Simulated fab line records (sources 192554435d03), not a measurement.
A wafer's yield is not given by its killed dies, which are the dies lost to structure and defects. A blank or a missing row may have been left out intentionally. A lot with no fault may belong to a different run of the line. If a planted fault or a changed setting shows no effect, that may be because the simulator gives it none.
Split-lot study	flow n5Finfet	7 lots, 21 wafers read, on a route of 1938 steps

## ON THE SPLIT
At N5_FIN_CUT_COAT_19 (time 60 s, resist thk 20 nm), the setting spinRpm was moved away from the recipe's 1500 rpm on 8 of the 21 wafers read, by -10.3% to +11.2%. This setting was run at the recipe's value on the other wafers.

## FROM THE SPLIT TO THE READING: what the file shows between them, 5 steps
- N5_FIN_CUT_COAT_29: time 60 s, resist thk 10 nm
- N5_FIN_CUT_COAT_02: resist thk 30 nm
- N5_FIN_CUT_DESCUM_13: chemistry O2, time 7 s
- N5_FIN_CUT_ETCH_30: etches underlayer in N2/H2, target depth 13 nm, time 10.4 s
- N5_FIN_CUT_ETCH_20: etches SiARC in CF4, target depth 26 nm, time 43.3 s

## THE READING
SiARC_of_FIN_CUT_COAT_19.thkNm (the simulator's own value, which no gauge read), in nm, at N5_FIN_CUT_ETCH_21 (etches SOC in N2/H2, target depth 219 nm, overetch 43.8 nm, time 523.5 s). The file does not state a usual value for it. Across the 13 wafers here that went through the recipe, the average is 11.9 nm and the standard deviation 0.15 nm.

wafer	tool, chamber at the split	spinRpm as run, rpm	against the recipe	SiARC_of_FIN_CUT_COAT_19.thkNm, nm	against lot-mates on the recipe
L074.1	lithoTrack-01, 0	1500	recipe	11.8	-
L074.5	lithoTrack-01, 0	1500	recipe	11.8	-
L074.2	lithoTrack-01, 0	1348	-10.1%	13	+1.2
L079.1	lithoTrack-05, 0	1615	+7.7%	11.2	-1.0
L079.2	lithoTrack-05, 0	1500	recipe	12.2	-
L079.5	lithoTrack-05, 0	1615	+7.7%	11.6	-0.6
L081.2	lithoTrack-05, 0	1500	recipe	12	-
L081.5	lithoTrack-05, 0	1500	recipe	12	-
L081.4	lithoTrack-05, 0	1345	-10.3%	13	+1.0
L083.4	lithoTrack-05, 0	1500	recipe	12	-
L083.5	lithoTrack-05, 0	1500	recipe	12	-
L083.6	lithoTrack-05, 0	1402	-6.5%	12.4	+0.4
L092.1	lithoTrack-02, 0	1613	+7.5%	11.4	-0.5
L092.4	lithoTrack-02, 0	1500	recipe	12	-
L092.6	lithoTrack-02, 0	1500	recipe	11.8	-
L094.2	lithoTrack-05, 0	1668	+11.2%	11	-0.8
L094.4	lithoTrack-05, 0	1668	+11.2%	11	-0.8
L094.3	lithoTrack-05, 0	1500	recipe	11.8	-
L095.1	lithoTrack-05, 0	1500	recipe	12	-
L095.6	lithoTrack-05, 0	1500	recipe	12	-
L095.2	lithoTrack-05, 0	1500	recipe	11.6	-

THE FIT
A straight line over all 21 wafers: SiARC_of_FIN_CUT_COAT_19.thkNm changes by -0.0863 nm for each +1% of spinRpm; r = -0.96; the points scatter about the line by 0.16 nm.
The same after taking each lot's own level away (the mean of its wafers on the recipe; 21 wafers): -0.0878 nm for each +1%; r = -0.96; scatter 0.15 nm.
That fit puts the effect of the largest move of spinRpm on the reading at 0.98 nm.
The lots' own levels span 11.80 to 12.20 nm, that is 2.7 times the standard deviation above.
So the lot-to-lot level changes the slope little: the two slopes agree.
Check: with one of the wafers moved furthest among these (+11.2%) left out of the fit, the line predicts -1 nm for it against its lot-mates. Against them it came out at -0.8 nm.

## THESE WAFERS: OTHER SPLITS
Before the reading, these wafers also passed through other splits. Each is held against what the fit with the lots' levels taken away leaves over:
other split on the same wafers	wafers away from the commonest value	r with SiARC_of_FIN_CUT_COAT_19.thkNm (lot level and that fit taken away)
N5_ZERO_LAYER_COAT_05 spinRpm	5	+0.25
N5_ZERO_LAYER_DEVELOP_10 developTimeS	9	+0.26
N5_WELL_APT_EXPOSE_22 doseMj	4	-0.18
N5_WELL_APT_PEB_23 pebTempC	7	-0.12
N5_FIN_SAQP_EXPOSE_13 doseMj	9	+0.08
N5_FIN_SAQP_FIN_ETCH_36 icpW	11	-0.37

## THE WHOLE CHAIN: every reading that the file lists as answering this split, in the file's order
step	what it does	reading	change (the file's fit)	r (the file's)
N5_FIN_CUT_COAT_19	time 60 s, resist thk 20 nm	SiARC_of_FIN_CUT_COAT_19.thkNm (the simulator's own value, which no gauge read)	-0.105 nm for each +1% of the setting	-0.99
N5_FIN_CUT_ETCH_20	etches SiARC in CF4, target depth 26 nm, time 43.3 s	etch.depthNm (the simulator's own value, which no gauge read)	-0.103 nm for each +1% of the setting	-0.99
N5_FIN_CUT_ETCH_21	etches SOC in N2/H2, target depth 219 nm, overetch 43.8 nm, time 523.5 s	SiARC_of_FIN_CUT_COAT_19.thkNm (the simulator's own value, which no gauge read)	-0.0892 nm for each +1% of the setting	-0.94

## THE FILE'S OWN FIT
SiARC_of_FIN_CUT_COAT_19.thkNm changes by -0.0892 nm for each +1% of spinRpm, r = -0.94.
